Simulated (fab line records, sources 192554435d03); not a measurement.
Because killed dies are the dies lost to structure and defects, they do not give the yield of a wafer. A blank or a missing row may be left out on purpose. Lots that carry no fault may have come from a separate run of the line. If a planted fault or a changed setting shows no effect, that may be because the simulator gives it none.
Chamber matching -- flow n5Finfet -- N5_SD_EPI_P_ETCH_47 on rieDiel-01 has 4 sister chambers
The step etches SiOCN in CH3F/O2, target depth 25 nm. 18 wafers are shown with their chamber, then 9 later ones without.

WAFERS PAIRED WITH THEIR CHAMBERS
wafer,chamber,drypumpMotorCurrentA (A),throttleValvePct (%),oesProductAu (a.u.)
L077.1,3,4.9,16.34,0.69
L077.3,2,6.3,16.54,0.77
L077.5,3,4.9,16.34,0.69
L080.1,2,6.3,16.56,0.76
L080.3,0,6.0,16.46,0.71
L080.6,0,6.0,16.50,0.71
L083.1,1,5.8,16.04,0.99
L083.2,2,6.3,16.57,0.76
L083.4,3,4.9,16.36,0.69
L085.2,0,6.0,16.50,0.69
L085.4,1,5.8,16.05,0.95
L085.6,3,4.9,16.36,0.68
L087.2,1,5.8,16.06,0.95
L087.5,3,4.8,16.39,0.67
L087.6,0,6.0,16.51,0.70
L088.2,2,6.3,16.60,0.75
L088.3,1,5.8,16.06,0.96
L088.5,2,6.3,16.60,0.75

SIGNATURES, as means of the wafers listed above
reading,chamber 0,chamber 1,chamber 2,chamber 3,scatter within a chamber
drypumpMotorCurrentA,6.000,5.800,6.300,4.880,0.0239
throttleValvePct,16.4925,16.0525,16.5740,16.3580,0.021
oesProductAu,0.7025,0.9625,0.7580,0.6840,0.0118
Rule: for each reading, subtract the chamber's mean from the wafer's reading, divide by that reading's scatter and square the result; add these up over the readings and take the root, which gives the wafer's distance from the chamber. If the next closest chamber is less than 2 further off than the closest, the wafer can't be placed; otherwise it belongs to the closest. How the scatter is found: for the shown wafers, subtract from each reading the mean of its chamber, square and add these, divide the total by (wafers less chambers), then take the root.

WAFERS WHOSE CHAMBER IS MISSING
wafer,drypumpMotorCurrentA (A),throttleValvePct (%),oesProductAu (a.u.)
L089.2,5.8,16.07,0.95
L089.3,4.9,16.37,0.67
L089.6,4.8,16.37,0.68
L091.4,6.0,16.53,0.69
L091.5,6.4,16.61,0.76
L091.6,5.8,16.07,0.94
L095.1,6.0,16.54,0.68
L095.3,6.3,16.63,0.74
L095.4,6.0,16.55,0.69

EACH ONE'S CHAMBER
wafer,from the rows above,in truth
L089.2,1,1
L089.3,3,3
L089.6,3,3
L091.4,0,0
L091.5,2,2
L091.6,1,1
L095.1,0,0
L095.3,2,2
L095.4,0,0
Correct placement for 9 of the 9. Not placeable from these rows: 0. Placed wrongly: 0.
